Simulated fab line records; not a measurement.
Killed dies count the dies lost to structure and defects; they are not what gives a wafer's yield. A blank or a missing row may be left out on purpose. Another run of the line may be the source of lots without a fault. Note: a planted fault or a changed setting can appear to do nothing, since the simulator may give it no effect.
Matching of chambers / flow nandHarc / 3 sister chambers for NHARC_P_M1_DEP_33 on pecvd-02
The step deposits SiCN, target thk 30 nm. 16 wafers are shown with their chamber, then 8 later ones without.

== WAFERS PAIRED WITH THEIR CHAMBERS ==
wafer=L076.1; chamber=1; heaterPowerW (W)=483
wafer=L076.3; chamber=2; heaterPowerW (W)=610
wafer=L076.5; chamber=0; heaterPowerW (W)=628
wafer=L079.2; chamber=2; heaterPowerW (W)=517
wafer=L079.3; chamber=1; heaterPowerW (W)=595
wafer=L079.6; chamber=0; heaterPowerW (W)=718
wafer=L080.2; chamber=0; heaterPowerW (W)=648
wafer=L080.3; chamber=2; heaterPowerW (W)=564
wafer=L080.4; chamber=0; heaterPowerW (W)=665
wafer=L082.1; chamber=2; heaterPowerW (W)=506
wafer=L082.2; chamber=1; heaterPowerW (W)=547
wafer=L082.5; chamber=2; heaterPowerW (W)=512
wafer=L083.1; chamber=2; heaterPowerW (W)=510
wafer=L083.2; chamber=0; heaterPowerW (W)=702
wafer=L083.5; chamber=2; heaterPowerW (W)=504
wafer=L085.2; chamber=2; heaterPowerW (W)=500

SIGNATURES (averages over the wafers above)
reading=heaterPowerW; chamber 0=672.20; chamber 1=541.67; chamber 2=527.88; scatter within a chamber=41.6
Rule: for each reading, subtract the chamber's mean from the wafer's reading, divide by that reading's scatter and square the result; add these up over the readings and take the root, which gives the wafer's distance from the chamber. If the next closest chamber is less than 2 further off than the closest, the wafer can't be placed; otherwise it belongs to the closest. The scatter is the square root of a quotient: the sum, over the shown wafers, of each reading's squared deviation from its chamber's mean, divided by wafers minus chambers.

== WAFERS WITH NO CHAMBER GIVEN ==
wafer=L085.5; heaterPowerW (W)=707
wafer=L085.6; heaterPowerW (W)=503
wafer=L091.4; heaterPowerW (W)=563
wafer=L091.5; heaterPowerW (W)=717
wafer=L091.6; heaterPowerW (W)=536
wafer=L096.1; heaterPowerW (W)=705
wafer=L096.2; heaterPowerW (W)=520
wafer=L096.3; heaterPowerW (W)=482

== WHICH CHAMBER EACH ONE RAN IN ==
wafer=L085.5; from the rows above=0; in truth=0
wafer=L085.6; from the rows above=can't be placed: 2 or 1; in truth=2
wafer=L091.4; from the rows above=can't be placed: 1 or 2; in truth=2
wafer=L091.5; from the rows above=0; in truth=0
wafer=L091.6; from the rows above=can't be placed: 1 or 2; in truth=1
wafer=L096.1; from the rows above=0; in truth=0
wafer=L096.2; from the rows above=can't be placed: 2 or 1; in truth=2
wafer=L096.3; from the rows above=can't be placed: 2 or 1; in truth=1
Placed correctly: 3 of 8. These rows do not allow placing 5 (true chamber among the candidates in 5). Wrongly placed: 0.
